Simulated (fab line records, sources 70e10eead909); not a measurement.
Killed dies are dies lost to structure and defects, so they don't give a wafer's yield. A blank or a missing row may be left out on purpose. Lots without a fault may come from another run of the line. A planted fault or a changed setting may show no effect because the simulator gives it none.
Chamber matching | flow nand_harc | NHARC_A_STAIRCASE_TRIM_187 on rie_diel-02: 4 sister chambers
The step chemistry O2, time 211.2 s. 16 wafers are shown with their chamber, then 8 later ones without.

WAFERS WITH THEIR CHAMBER
wafer  | chamber | showerhead_plenum_p_Torr (Torr) | drypump_motor_current_A (A) | rf_vpp_V (V)
L080.3 | 3       | 3.50                            | 4.9                         | 57.8
L080.4 | 0       | 3.73                            | 5.7                         | 58.2
L080.5 | 1       | 3.50                            | 5.8                         | 57.3
L079.2 | 3       | 3.50                            | 5.0                         | 57.2
L079.5 | 2       | 3.69                            | 6.2                         | 59.3
L079.6 | 1       | 3.50                            | 5.8                         | 57.7
L082.2 | 2       | 3.68                            | 6.2                         | 59.1
L082.3 | 0       | 3.72                            | 5.7                         | 57.9
L082.4 | 1       | 3.50                            | 5.8                         | 58.2
L083.1 | 1       | 3.50                            | 5.8                         | 57.7
L083.2 | 0       | 3.72                            | 5.6                         | 59.4
L083.6 | 0       | 3.72                            | 5.7                         | 58.4
L087.1 | 1       | 3.49                            | 5.8                         | 58.4
L087.2 | 3       | 3.49                            | 4.9                         | 57.2
L087.4 | 2       | 3.68                            | 6.2                         | 57.5
L092.1 | 2       | 3.67                            | 6.2                         | 58.8

SIGNATURES (means of the wafers above)
reading                  | chamber 0 | chamber 1 | chamber 2 | chamber 3 | scatter within a chamber
showerhead_plenum_p_Torr | 3.7225    | 3.4980    | 3.6800    | 3.4967    | 0.00593
drypump_motor_current_A  | 5.675     | 5.800     | 6.200     | 4.933     | 0.0344
rf_vpp_V                 | 58.475    | 57.860    | 58.675    | 57.400    | 0.595
Rule: a wafer's distance from a chamber is the root of the sum, over the readings, of the square of ((its reading less the chamber's mean) divided by the reading's scatter). The wafer belongs to the nearest chamber; if the next one is less than 2 further off, it can't be placed. The scatter: the root of (the sum of the squares of (reading less its chamber's mean) over the shown wafers, divided by (wafers less chambers)).

WAFERS WITHOUT THEIR CHAMBER
wafer  | showerhead_plenum_p_Torr (Torr) | drypump_motor_current_A (A) | rf_vpp_V (V)
L092.3 | 3.71                            | 5.7                         | 57.2
L092.6 | 3.48                            | 4.9                         | 58.2
L094.1 | 3.67                            | 6.3                         | 56.5
L094.4 | 3.70                            | 5.6                         | 59.6
L094.5 | 3.48                            | 5.8                         | 58.0
L097.1 | 3.67                            | 6.2                         | 58.6
L097.2 | 3.48                            | 5.8                         | 56.7
L097.4 | 3.70                            | 5.6                         | 59.2

WHICH CHAMBER EACH WENT THROUGH
wafer  | from the rows above | in truth
L092.3 | 0                   | 0
L092.6 | 3                   | 3
L094.1 | 2                   | 2
L094.4 | 0                   | 0
L094.5 | 1                   | 1
L097.1 | 2                   | 2
L097.2 | 1                   | 1
L097.4 | 0                   | 0
Placed correctly: 8 of 8. Can't be placed from these rows: 0. Placed wrongly: 0.
